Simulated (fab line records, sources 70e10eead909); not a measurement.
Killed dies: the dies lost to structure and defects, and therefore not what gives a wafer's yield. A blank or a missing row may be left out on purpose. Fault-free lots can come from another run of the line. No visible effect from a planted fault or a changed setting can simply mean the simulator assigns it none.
Which of the tools did it? | flow nand_harc | 72 wafers from 24 lots sampled at 5 of the route's 1159 steps

## WHAT THE GAUGES READ, wafer by wafer
NHARC_A_M0_CD_MEAS_16.
lot  | measured     | on        | cd_nm (nm)
L075 | day 17 23:11 | cd_sem-01 | 80.3 79.9 80.1
L074 | day 17 23:37 | cd_sem-03 | 81.7 82.0 80.2
L076 | day 18 01:08 | cd_sem-01 | 81.1 81.1 81.5
L077 | day 18 02:19 | cd_sem-03 | 80.7 80.7 79.1
L078 | day 18 15:34 | cd_sem-01 | 80.7 81.9 81.1
L079 | day 18 19:03 | cd_sem-02 | 81.8 81.4 80.6
L080 | day 19 04:07 | cd_sem-01 | 80.4 78.7 78.5
L081 | day 19 09:34 | cd_sem-01 | 81.8 80.4 81.5
L082 | day 19 22:22 | cd_sem-03 | 80.1 80.6 80.0
L083 | day 19 22:54 | cd_sem-02 | 80.3 79.1 78.9
L084 | day 20 02:22 | cd_sem-03 | 80.4 79.5 79.0
L085 | day 20 07:17 | cd_sem-02 | 81.2 80.1 80.5
L086 | day 20 10:00 | cd_sem-02 | 81.8 80.0 81.0
L088 | day 20 11:32 | cd_sem-02 | 81.8 80.2 80.3
L087 | day 20 17:14 | cd_sem-03 | 80.7 79.3 79.7
L089 | day 22 06:28 | cd_sem-03 | 80.8 80.3 81.2
L092 | day 22 06:54 | cd_sem-03 | 80.2 79.5 81.1
L090 | day 22 07:09 | cd_sem-02 | 80.3 81.1 80.9
L091 | day 22 07:38 | cd_sem-01 | 79.5 81.1 79.9
L093 | day 22 14:38 | cd_sem-02 | 81.0 81.4 81.6
L094 | day 22 21:00 | cd_sem-03 | 79.2 79.4 79.5
L096 | day 23 01:12 | cd_sem-01 | 79.7 79.9 80.5
L095 | day 23 06:49 | cd_sem-03 | 80.3 81.3 82.7
L097 | day 23 13:57 | cd_sem-01 | 80.8 80.7 80.1

NHARC_A_M1_CD_MEAS_09: target cd 120 nm.
lot  | measured     | on        | cd_nm (nm)
L075 | day 18 02:46 | cd_sem-03 | 121.0 119.1 121.4
L074 | day 18 03:13 | cd_sem-01 | 119.6 118.6 119.2
L076 | day 18 05:17 | cd_sem-03 | 119.7 120.0 119.6
L077 | day 18 05:55 | cd_sem-01 | 120.5 120.4 119.7
L078 | day 18 19:09 | cd_sem-02 | 120.1 120.6 120.7
L079 | day 18 22:36 | cd_sem-02 | 119.8 119.5 120.3
L080 | day 19 08:15 | cd_sem-01 | 119.6 119.9 119.4
L081 | day 19 13:08 | cd_sem-02 | 120.1 118.7 119.2
L082 | day 20 02:13 | cd_sem-01 | 120.0 119.8 120.1
L083 | day 20 03:02 | cd_sem-01 | 119.9 120.3 119.5
L084 | day 20 06:01 | cd_sem-01 | 121.1 120.7 119.9
L085 | day 20 10:56 | cd_sem-03 | 120.2 120.4 120.4
L086 | day 20 13:28 | cd_sem-03 | 120.2 120.0 120.2
L088 | day 20 15:47 | cd_sem-02 | 119.9 118.4 119.6
L087 | day 20 20:50 | cd_sem-03 | 119.3 120.2 120.6
L089 | day 22 09:55 | cd_sem-02 | 120.1 119.7 120.2
L092 | day 22 10:28 | cd_sem-02 | 120.2 120.1 119.6
L090 | day 22 10:49 | cd_sem-01 | 120.6 119.3 120.0
L091 | day 22 11:13 | cd_sem-01 | 120.3 119.5 119.5
L093 | day 22 18:19 | cd_sem-03 | 119.8 120.0 120.2
L094 | day 23 01:17 | cd_sem-01 | 118.7 120.1 120.8
L096 | day 23 04:40 | cd_sem-03 | 119.5 119.7 119.8
L095 | day 23 10:23 | cd_sem-02 | 119.8 119.1 120.4
L097 | day 23 17:38 | cd_sem-03 | 119.0 118.1 119.1

## TOOL THAT RAN EACH LOT (tool first, then ch and the chambers of the sampled wafers, then the start)
lot  | NHARC_A_M0_PVD_20                       | NHARC_A_M0_CMP_23             | NHARC_A_M0_PRE_CLEAN_31
L075 | pvd_sputter-03, day 18 01:01 or earlier | cmp-02 ch 0,2,3, day 18 01:01 | pecvd-01 ch 1,2, day 18 01:34
L074 | pvd_sputter-01, day 18 01:20 or earlier | cmp-02 ch 2,3, day 18 01:20   | pecvd-03 ch 0,1,2, day 18 01:53
L076 | pvd_sputter-02, day 18 03:06 or earlier | cmp-03 ch 1,2, day 18 03:06   | pecvd-03 ch 0,1,2, day 18 03:47
L077 | pvd_sputter-03, day 18 04:04 or earlier | cmp-03 ch 0,3, day 18 04:04   | pecvd-01 ch 0,1,2, day 18 04:37
L078 | pvd_sputter-03, day 18 17:23 or earlier | cmp-03 ch 0,2,3, day 18 17:23 | pecvd-04 ch 0,1,2, day 18 17:55
L079 | pvd_sputter-02, day 18 20:47 or earlier | cmp-04 ch 1,2,3, day 18 20:47 | pecvd-04 ch 0,1,2, day 18 21:17
L080 | pvd_sputter-02, day 19 06:22 or earlier | cmp-04 ch 0,1,2, day 19 06:22 | pecvd-01 ch 0,1, day 19 06:56
L081 | pvd_sputter-01, day 19 11:16 or earlier | cmp-04 ch 1,2,3, day 19 11:16 | pecvd-04 ch 1,2, day 19 11:49
L082 | pvd_sputter-01, day 20 00:11 or earlier | cmp-03 ch 0,2,3, day 20 00:11 | pecvd-04 ch 0,1,2, day 20 00:42
L083 | pvd_sputter-03, day 20 00:37 or earlier | cmp-04 ch 0,1,3, day 20 00:37 | pecvd-04 ch 1,2, day 20 01:40
L084 | pvd_sputter-02, day 20 04:08 or earlier | cmp-03 ch 0,1,2, day 20 04:08 | pecvd-03 ch 0,1,2, day 20 04:37
L085 | pvd_sputter-02, day 20 09:01 or earlier | cmp-03 ch 0,2, day 20 09:01   | pecvd-03 ch 1,2, day 20 09:36
L086 | pvd_sputter-01, day 20 11:46 or earlier | cmp-02 ch 1,3, day 20 11:46   | pecvd-03 ch 1,2, day 20 12:17
L088 | pvd_sputter-02, day 20 13:53 or earlier | cmp-04 ch 0,1,2, day 20 13:53 | pecvd-01 ch 1,2, day 20 14:27
L087 | pvd_sputter-01, day 20 18:59 or earlier | cmp-03 ch 2,3, day 20 18:59   | pecvd-01 ch 0,1,2, day 20 19:32
L089 | pvd_sputter-02, day 22 08:11 or earlier | cmp-03 ch 0,1,2, day 22 08:11 | pecvd-04 ch 0,1,2, day 22 08:45
L092 | pvd_sputter-01, day 22 08:38 or earlier | cmp-02 ch 1,2,3, day 22 08:38 | pecvd-01 ch 0,1,2, day 22 09:08
L090 | pvd_sputter-02, day 22 08:57 or earlier | cmp-04 ch 0,2,3, day 22 08:57 | pecvd-01 ch 0,1, day 22 09:29
L091 | pvd_sputter-01, day 22 09:20 or earlier | cmp-03 ch 0,1, day 22 09:20   | pecvd-01 ch 0,1,2, day 22 09:56
L093 | pvd_sputter-03, day 22 16:23 or earlier | cmp-04 ch 0,1, day 22 16:23   | pecvd-01 ch 0,1,2, day 22 17:00
L094 | pvd_sputter-01, day 22 22:44 or earlier | cmp-04 ch 1,2,3, day 22 22:44 | pecvd-03 ch 0,1, day 22 23:59
L096 | pvd_sputter-01, day 23 02:56 or earlier | cmp-03 ch 1,2,3, day 23 02:56 | pecvd-03 ch 0,1,2, day 23 03:28
L095 | pvd_sputter-01, day 23 08:34 or earlier | cmp-02 ch 0,2,3, day 23 08:34 | pecvd-03 ch 0,1, day 23 09:04
L097 | pvd_sputter-02, day 23 15:47 or earlier | cmp-03 ch 0,2,3, day 23 15:47 | pecvd-01 ch 0,1, day 23 16:20
- NHARC_A_M0_PVD_20: deposits TaN, target thk 5 nm, time 8.06 s.
- NHARC_A_M0_CMP_23: polishes, t overpolish 20 s, target thk 113.75 nm.
- NHARC_A_M0_PRE_CLEAN_31: time 12 s.

## AS READ BY THE TOOLS THEMSELVES (means over the sampled wafers that have a number; for cases with no such wafer, the mark the record gives instead)
NHARC_A_M0_PVD_20.
lot  | tool           | cathode_dc_power_W (W) | throttle_valve_pct (%)
L075 | pvd_sputter-03 | 15001                  | 31.2
L074 | pvd_sputter-01 | 15002                  | 30.6
L076 | pvd_sputter-02 | 14999                  | 29.5
L077 | pvd_sputter-03 | 15001                  | 30.2
L078 | pvd_sputter-03 | 14999                  | 29.7
L079 | pvd_sputter-02 | 15000                  | 29.4
L080 | pvd_sputter-02 | 15001                  | 30.4
L081 | pvd_sputter-01 | 15000                  | 29.2
L082 | pvd_sputter-01 | 15001                  | 29.7
L083 | pvd_sputter-03 | 14998                  | 30.4
L084 | pvd_sputter-02 | 15000                  | 30.5
L085 | pvd_sputter-02 | 14997                  | 30.4
L086 | pvd_sputter-01 | 15001                  | 29.7
L088 | pvd_sputter-02 | 15002                  | 30.1
L087 | pvd_sputter-01 | 15000                  | 29.7
L089 | pvd_sputter-02 | 15001                  | 29.8
L092 | pvd_sputter-01 | 15000                  | 30.0
L090 | pvd_sputter-02 | 14999                  | 30.1
L091 | pvd_sputter-01 | 15000                  | 29.9
L093 | pvd_sputter-03 | 15002                  | 30.7
L094 | pvd_sputter-01 | 14999                  | 29.3
L096 | pvd_sputter-01 | 15002                  | 30.0
L095 | pvd_sputter-01 | 15000                  | 29.7
L097 | pvd_sputter-02 | 15001                  | 30.2

NHARC_A_M0_CMP_23.
lot  | tool   | motor_current_A (A) | time_to_endpoint_s (s)
L075 | cmp-02 | 11.7                | 28.9
L074 | cmp-02 | 11.3                | 25.4
L076 | cmp-03 | 12.5                | 30.2
L077 | cmp-03 | 12.7                | 30.7
L078 | cmp-03 | 12.6                | 30.4
L079 | cmp-04 | 13.2                | 29.5
L080 | cmp-04 | 12.0                | 26.3
L081 | cmp-04 | 13.3                | 27.8
L082 | cmp-03 | 12.5                | 26.7
L083 | cmp-04 | 12.9                | 30.8
L084 | cmp-03 | 12.1                | 26.7
L085 | cmp-03 | 11.4                | 28.9
L086 | cmp-02 | 10.9                | 27.9
L088 | cmp-04 | 11.8                | 29.9
L087 | cmp-03 | 12.7                | 30.2
L089 | cmp-03 | 12.2                | 27.8
L092 | cmp-02 | 11.2                | 28.2
L090 | cmp-04 | 12.9                | 29.6
L091 | cmp-03 | 11.9                | 25.9
L093 | cmp-04 | 12.7                | 30.1
L094 | cmp-04 | 13.0                | 31.2
L096 | cmp-03 | 12.8                | 26.8
L095 | cmp-02 | 11.6                | 29.6
L097 | cmp-03 | 12.5                | 29.3

NHARC_A_M0_PRE_CLEAN_31.
lot  | tool     | heater_power_w (W)
L075 | pecvd-01 | 621
L074 | pecvd-03 | 599
L076 | pecvd-03 | 570
L077 | pecvd-01 | 659
L078 | pecvd-04 | 672
L079 | pecvd-04 | 644
L080 | pecvd-01 | 639
L081 | pecvd-04 | 639
L082 | pecvd-04 | 627
L083 | pecvd-04 | 654
L084 | pecvd-03 | 574
L085 | pecvd-03 | 603
L086 | pecvd-03 | 635
L088 | pecvd-01 | 711
L087 | pecvd-01 | 642
L089 | pecvd-04 | 630
L092 | pecvd-01 | 603
L090 | pecvd-01 | 635
L091 | pecvd-01 | 629
L093 | pecvd-01 | 627
L094 | pecvd-03 | 616
L096 | pecvd-03 | 596
L095 | pecvd-03 | 571
L097 | pecvd-01 | 570

## THE ANSWER, worked out from the rows above alone
Rule: the usual values come from the lots themselves. The widest of any qualifying gaps counts: lots, ordered by their means at a reading, are off when they make up no more than a third of the lots, leave a main group of 4 or more, and stand apart from it by 3 or more times the standard deviation of that group's means. A main group is skipped when, at the precision printed for the reading in the tables above, its means are all equal. Also off: a lot with no number at a reading for which 4 or more lots have one. Any other lot the step has rows for is counted as sound. After the gauges, taken in route order, come the tools' own readings; for these a lot's mean is taken, as printed above. The first step at which some lot is off is used, and at that step the reading that is off furthest; a lot without a number counts as furthest.
None of the lots is off at any reading shown; this tells nothing.

## WHAT WAS PUT IN BY THE SIMULATOR
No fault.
